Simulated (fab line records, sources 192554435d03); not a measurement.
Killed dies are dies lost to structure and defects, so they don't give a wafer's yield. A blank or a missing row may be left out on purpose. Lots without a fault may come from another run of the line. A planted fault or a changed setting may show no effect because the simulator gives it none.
One fault seen from 2 desks | flow n5_finfet | each desk has only its own numbers; what lay behind them comes last

THE TOOL OWNER'S DESK: rie_diel-05
The tool's own readings at N5_BEOL_M2_TRENCH_ETCH_37 (etches SiOC in C4F6/O2, target depth 55.555 nm, time 29.2 s): means of the sampled wafers that have a number, for each lot that ran on this tool. A lot is out of limits, marked OUT, if its mean lies more than 4 standard deviations from the usual mean; the brackets give that distance.
Columns: A = drypump_motor_current_A at N5_BEOL_M2_TRENCH_ETCH_37, usual 5.9 A; B = mfc_ar_sccm at N5_BEOL_M2_TRENCH_ETCH_37, usual 300.1 sccm; C = oes_ar_750_au at N5_BEOL_M2_TRENCH_ETCH_37, usual 0.79 a.u.; D = oes_product_au at N5_BEOL_M2_TRENCH_ETCH_37, usual 0.79 a.u.; E = rf_vpp_V at N5_BEOL_M2_TRENCH_ETCH_37, usual 666 V; F = showerhead_plenum_p_Torr at N5_BEOL_M2_TRENCH_ETCH_37, usual 2.87 Torr; G = throttle_valve_pct at N5_BEOL_M2_TRENCH_ETCH_37, usual 20.86 %
lot  | first seen here | A   | B     | C    | D    | E   | F    | G
L947 | day 7 19:35     | 6.3 | 300.8 | 0.79 | 0.78 | 664 | 2.90 | 20.89
L948 | day 8 03:59     | 5.9 | 300.3 | 0.78 | 0.78 | 666 | 2.94 | 20.95
L951 | day 8 13:43     | 6.3 | 300.4 | 0.79 | 0.79 | 666 | 2.82 | 20.79
L950 | day 8 16:25     | 6.0 | 300.5 | 0.79 | 0.78 | 666 | 2.92 | 20.93
This desk's finding: nothing out of limits on any of the 4 lots.

THE METROLOGY DESK
What the gauges read, lot by lot, whatever tool the lot ran on: means of the sampled wafers that have a number. A lot is out of limits, marked OUT, if its mean lies more than 4 standard deviations from the usual mean; the brackets give that distance. Of its 15 readings 7 are shown: the one that was out of limits first, and those that lie furthest out on some lot.
Columns: A = trench_depth_nm at N5_BEOL_M2_OCD_MEAS_38, usual 55.1 nm; B = M2_THK at N5_BEOL_M2_THK_MEAS_53, usual 39.8 nm; C = M2_RS at N5_BEOL_M2_RS_MEAS_58, usual 0.673 ohm/sq; D = SERP_M2 at N5_BEOL_M4_RC_MEAS_101, usual 194 ohm/um; E = SERP_M2_max_site at N5_BEOL_M4_RC_MEAS_101, usual 206 ohm/um; F = SS_N at N5_BEOL_M4_RC_MEAS_101, usual 71.5 mV/dec; G = VT_P at N5_BEOL_M4_RC_MEAS_101, usual -249.9 mV
lot  | first seen here | A               | B               | C                | D   | E   | F    | G
L947 | day 7 19:44     | 55.1            | 40.4            | 0.646            | 185 | 201 | 70.3 | -255.1
L948 | day 8 04:11     | 55.0            | 39.9            | 0.675            | 190 | 202 | 71.6 | -244.9
L951 | day 8 13:52     | 51.5 (-5.3) OUT | 39.0            | 0.716            | 195 | 213 | 71.6 | -249.6
L950 | day 8 16:34     | 50.6 (-6.4) OUT | 34.8 (-4.5) OUT | 0.803 (+5.7) OUT | 228 | 238 | 71.2 | -254.3
L960 | day 10 20:25    | 55.7            | 38.4            | 0.699            | 195 | 206 | 71.8 | -250.9
L965 | day 12 03:29    | 54.9            | 40.4            | 0.659            | 191 | 208 | 72.1 | -249.7
L966 | day 12 16:43    | 55.7            | 40.0            | 0.660            | 199 | 214 | 71.8 | -247.7
This desk's finding: out of limits on L950, L951; first on L951, day 8 13:52 (trench_depth_nm at N5_BEOL_M2_OCD_MEAS_38). In limits: L947, L948, L960, L965, L966.

PUT TOGETHER
The metrology desk could have raised an alarm at day 8 13:52, on L950, L951.
The tool owner's desk saw nothing out of limits.
The tool owner's desk has L950, L951 on record, within its limits.
Of the lots named, all ran N5_BEOL_M2_TRENCH_ETCH_37 on rie_diel-05.

WHAT THE SIMULATOR HAD PUT IN
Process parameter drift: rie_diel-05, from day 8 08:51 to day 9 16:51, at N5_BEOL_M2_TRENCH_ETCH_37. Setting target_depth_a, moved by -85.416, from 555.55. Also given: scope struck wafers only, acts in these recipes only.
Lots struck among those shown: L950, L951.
Hours from the fault's start to each desk's first reading out of limits: the metrology desk, 5.
